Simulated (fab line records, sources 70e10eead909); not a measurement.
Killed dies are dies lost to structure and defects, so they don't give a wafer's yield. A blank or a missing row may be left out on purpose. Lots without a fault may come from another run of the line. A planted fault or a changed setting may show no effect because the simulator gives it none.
Which tool did it? | flow nand_harc | 12 lots, 34 wafers sampled, at 6 steps of a route of 1159

WHAT THE GAUGES READ, wafer by wafer
NHARC_A_ONON_D1_THK_MEAS_30: measures by ellipsometry. Usual: thk_nm 998 nm, standard deviation 11.
lot  | measured     | on            | thk_nm (nm)    | flag
L609 | day 8 21:16  | film_metro-01 | 987 986 985    |
L607 | day 8 21:23  | film_metro-02 | 985 987 984    |
L608 | day 8 21:46  | film_metro-01 | 1008 1008 1007 |
L611 | day 9 03:56  | film_metro-01 | 1003 1005 1004 |
L612 | day 9 06:58  | film_metro-02 | 979 978 978    |
L616 | day 10 21:32 | film_metro-01 | 1000 684       | OFF
L618 | day 11 05:17 | film_metro-02 | 983 667        | OFF
L622 | day 11 23:05 | film_metro-01 | 988 987 984    |
L624 | day 12 17:02 | film_metro-02 | 1015 1013 1013 |
L628 | day 13 15:53 | film_metro-02 | 1000 1000 1001 |
L629 | day 13 15:54 | film_metro-02 | 1001 1002 1004 |
L630 | day 13 21:33 | film_metro-02 | 994 994 991    |

NHARC_END_SORT_01. Usual: killed_at_array 29, standard deviation 10; killed_at_other 0.7, standard deviation 1.1; killed_at_periphery 3.2, standard deviation 2.2; killed_dies 33, standard deviation 11; killed_open 3.5, standard deviation 1.8; killed_short 2.0, standard deviation 1.4.
lot  | measured     | on        | killed_at_array | killed_at_other | killed_at_periphery | killed_dies | killed_open | killed_short | flag
L616 | day 22 09:40 | prober-01 | 13 672          | 0 0             | 6 5                 | 19 677      | 2 4         | 2 3          | OFF
L618 | day 22 09:56 | prober-02 | 38 669          | 0 1             | 8 7                 | 46 677      | 3 4         | 1 2          | OFF

WHICH TOOL RAN EACH LOT (tool, then ch and the chambers of the sampled wafers, then the start)
lot  | NHARC_P_BONDPAD_ANNEAL_28        | NHARC_A_ZERO_WELL_DESCUM_12        | NHARC_A_ONON_D1_DEP_28           | NHARC_A_CHANNEL_HOLE_D1_ETCH_38
L609 | rtp_anneal-02 ch 0, day 7 07:55  | rie_diel-09 ch 2,3, day 7 10:19    | pecvd_onon-03 ch 0, day 8 20:45  | rie_diel-12 ch 0,3, day 9 00:46
L607 | rtp_anneal-01 ch 0, day 7 08:23  | rie_diel-09 ch 0,1,2, day 7 11:05  | pecvd_onon-02 ch 0, day 8 20:57  | rie_diel-06 ch 0,1,2, day 9 02:18
L608 | rtp_anneal-02 ch 0, day 7 09:50  | rie_diel-05 ch 2,3, day 7 12:17    | pecvd_onon-02 ch 0, day 8 21:21  | rie_diel-04 ch 2,3, day 9 02:41
L611 | rtp_anneal-01 ch 0, day 7 14:45  | rie_diel-03 ch 0,2,3, day 7 17:01  | pecvd_onon-02 ch 0, day 9 03:23  | rie_diel-04 ch 0,1,2, day 9 08:31
L612 | rtp_anneal-01 ch 0, day 7 18:38  | rie_diel-03 ch 0,1,2, day 7 20:54  | pecvd_onon-03 ch 0, day 9 06:26  | rie_diel-06 ch 0,3, day 9 10:43
L616 | rtp_anneal-02 ch 0, day 9 08:54  | rie_diel-05 ch 2,3, day 9 11:13    | pecvd_onon-02 ch 0, day 10 21:01 | rie_diel-12 ch 1, day 11 03:07
L618 | rtp_anneal-01 ch 0, day 9 16:58  | rie_diel-09 ch 1,3, day 9 19:22    | pecvd_onon-02 ch 0, day 11 04:46 | rie_diel-12 ch 1, day 11 10:21
L622 | rtp_anneal-01 ch 0, day 10 11:22 | rie_diel-03 ch 0,1,2, day 10 13:46 | pecvd_onon-03 ch 0, day 11 22:34 | rie_diel-06 ch 0,1,2, day 12 02:54
L624 | rtp_anneal-02 ch 0, day 10 23:41 | rie_diel-03 ch 0,2,3, day 11 02:08 | pecvd_onon-03 ch 0, day 12 16:32 | rie_diel-04 ch 0,1,2, day 12 21:57
L628 | rtp_anneal-01 ch 0, day 12 01:44 | rie_diel-03 ch 1,2,3, day 12 04:04 | pecvd_onon-03 ch 0, day 13 15:22 | rie_diel-06 ch 0,1,3, day 13 19:26
L629 | rtp_anneal-02 ch 0, day 12 02:40 | rie_diel-09 ch 0,1,2, day 12 04:50 | pecvd_onon-01 ch 0, day 13 15:31 | rie_diel-04 ch 0,1, day 13 19:41
L630 | rtp_anneal-02 ch 0, day 12 09:17 | rie_diel-03 ch 1,2,3, day 12 11:38 | pecvd_onon-03 ch 0, day 13 21:02 | rie_diel-12 ch 0,1,3, day 14 00:58
- NHARC_P_BONDPAD_ANNEAL_28: time 90 s.
- NHARC_A_ZERO_WELL_DESCUM_12: chemistry O2, time 3 s.
- NHARC_A_ONON_D1_DEP_28: target thk 1000 nm.
- NHARC_A_CHANNEL_HOLE_D1_ETCH_38: etches the open film in CF4, target depth 39 nm, time 65 s.

WHAT THE TOOLS THEMSELVES READ (means of the sampled wafers that have a number; where no wafer has one, the mark that the record gives instead)
NHARC_P_BONDPAD_ANNEAL_28. Usual: wafer_temp_C_max 226.00, standard deviation 0.24.
lot  | tool          | wafer_temp_C_max | flag
L609 | rtp_anneal-02 | 225.99           |
L607 | rtp_anneal-01 | 225.87           |
L608 | rtp_anneal-02 | 226.07           |
L611 | rtp_anneal-01 | 225.83           |
L612 | rtp_anneal-01 | 226.16           |
L616 | rtp_anneal-02 | 226.06           |
L618 | rtp_anneal-01 | 225.91           |
L622 | rtp_anneal-01 | 225.81           |
L624 | rtp_anneal-02 | 226.32           |
L628 | rtp_anneal-01 | 226.26           |
L629 | rtp_anneal-02 | 226.01           |
L630 | rtp_anneal-02 | 226.07           |

NHARC_A_ZERO_WELL_DESCUM_12. Usual: drypump_motor_current_A 5.8 A, standard deviation 0.39; oes_product_au 1.002 a.u., standard deviation 0.01; rf_vpp_V 58.0 V, standard deviation 0.71; showerhead_plenum_p_Torr 1.95 Torr, standard deviation 0.054; throttle_valve_pct 11.310 %, standard deviation 0.0098.
lot  | tool        | drypump_motor_current_A (A) | oes_product_au (a.u.) | rf_vpp_V (V) | showerhead_plenum_p_Torr (Torr) | throttle_valve_pct (%) | flag
L609 | rie_diel-09 | 6.0                         | 0.986                 | 58.3         | 1.99                            | 11.317                 |
L607 | rie_diel-09 | 6.2                         | 1.007                 | 58.1         | 1.95                            | 11.314                 |
L608 | rie_diel-05 | 5.6                         | 0.982                 | 57.6         | 1.89                            | 11.305                 |
L611 | rie_diel-03 | 5.7                         | 1.010                 | 58.1         | 1.98                            | 11.312                 |
L612 | rie_diel-03 | 5.8                         | 1.002                 | 58.8         | 1.98                            | 11.312                 |
L616 | rie_diel-05 | 5.7                         | 1.007                 | 57.8         | 1.87                            | 11.299                 |
L618 | rie_diel-09 | 6.2                         | 0.993                 | 58.1         | 1.98                            | 11.312                 |
L622 | rie_diel-03 | 5.8                         | 0.991                 | 57.7         | 1.98                            | 11.307                 |
L624 | rie_diel-03 | 5.6                         | 0.999                 | 57.8         | 1.98                            | 11.304                 |
L628 | rie_diel-03 | 5.6                         | 1.001                 | 58.8         | 1.96                            | 11.315                 |
L629 | rie_diel-09 | 6.3                         | 1.007                 | 58.5         | 1.95                            | 11.315                 |
L630 | rie_diel-03 | 5.5                         | 1.001                 | 58.7         | 1.96                            | 11.322                 |

NHARC_A_ONON_D1_DEP_28. Usual: susceptor_temp_C 400.00 C, standard deviation 0.24.
lot  | tool          | susceptor_temp_C (C) | flag
L609 | pecvd_onon-03 | 399.71               |
L607 | pecvd_onon-02 | 400.02               |
L608 | pecvd_onon-02 | 400.06               |
L611 | pecvd_onon-02 | 399.99               |
L612 | pecvd_onon-03 | 399.76               |
L616 | pecvd_onon-02 | 400.23               |
L618 | pecvd_onon-02 | 399.81               |
L622 | pecvd_onon-03 | 400.20               |
L624 | pecvd_onon-03 | 399.95               |
L628 | pecvd_onon-03 | 399.85               |
L629 | pecvd_onon-01 | 400.06               |
L630 | pecvd_onon-03 | 399.98               |

NHARC_A_CHANNEL_HOLE_D1_ETCH_38. Usual: drypump_motor_current_A 5.6 A, standard deviation 0.55; oes_product_au 0.998 a.u., standard deviation 0.0083; rf_vpp_V 150.7 V, standard deviation 1.2; showerhead_plenum_p_Torr 1.72 Torr, standard deviation 0.068; throttle_valve_pct 13.283 %, standard deviation 0.0088.
lot  | tool        | drypump_motor_current_A (A) | oes_product_au (a.u.) | rf_vpp_V (V) | showerhead_plenum_p_Torr (Torr) | throttle_valve_pct (%) | flag
L609 | rie_diel-12 | 5.4                         | 0.994                 | 149.4        | 1.67                            | 13.278                 |
L607 | rie_diel-06 | 5.9                         | 0.999                 | 150.2        | 1.70                            | 13.274                 |
L608 | rie_diel-04 | 5.7                         | 1.011                 | 150.2        | 1.72                            | 13.286                 |
L611 | rie_diel-04 | 5.7                         | 1.004                 | 150.8        | 1.77                            | 13.280                 |
L612 | rie_diel-06 | 5.4                         | 1.000                 | 151.2        | 1.78                            | 13.286                 |
L616 | rie_diel-12 | 4.8                         | 0.992                 | 149.8        | 1.76                            | 13.281                 |
L618 | rie_diel-12 | 4.8                         | 1.004                 | 150.9        | 1.76                            | 13.291                 |
L622 | rie_diel-06 | 6.0                         | 0.995                 | 150.1        | 1.70                            | 13.284                 |
L624 | rie_diel-04 | 5.7                         | 1.004                 | 150.2        | 1.77                            | 13.282                 |
L628 | rie_diel-06 | 5.6                         | 1.000                 | 151.7        | 1.75                            | 13.275                 |
L629 | rie_diel-04 | 5.6                         | 0.993                 | 151.6        | 1.83                            | 13.282                 |
L630 | rie_diel-12 | 5.3                         | 1.002                 | 150.6        | 1.70                            | 13.291                 |

THE ANSWER, worked out from the rows above alone
Rule: a lot is off if the mean of its wafers that have a number lies more than 3 standard deviations from the usual mean. A lot without any number at a reading at which 4 lots or more have one is off too. The other lots that the step has rows for count as sound. The gauges are gone through in route order, then the tools' own readings, and for those a lot's mean is taken as printed above. The first step at which some lot is off is used, and at that step the reading that is off furthest; a lot without a number counts as furthest.
Off: L616, L618, at NHARC_A_ONON_D1_THK_MEAS_30 (thk_nm).
A tool fits if, at a process step before that reading, it ran every lot that is off, and no sound lot after the first of them. The gauges at NHARC_A_ONON_D1_THK_MEAS_30 aren't tried: what is off there is off at NHARC_END_SORT_01 too, on other tools, and a gauge's error can't cause that. One fits: pecvd_onon-02 at NHARC_A_ONON_D1_DEP_28. Its last sound lot is L611 (day 9 03:23), its first lot that is off L616 (day 10 21:01): a fault that began between those two fits.

WHAT THE SIMULATOR HAD PUT IN
Process parameter drift: pecvd_onon-02, from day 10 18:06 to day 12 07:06, at NHARC_A_ONON_D1_DEP_28. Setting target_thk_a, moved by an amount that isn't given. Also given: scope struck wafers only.
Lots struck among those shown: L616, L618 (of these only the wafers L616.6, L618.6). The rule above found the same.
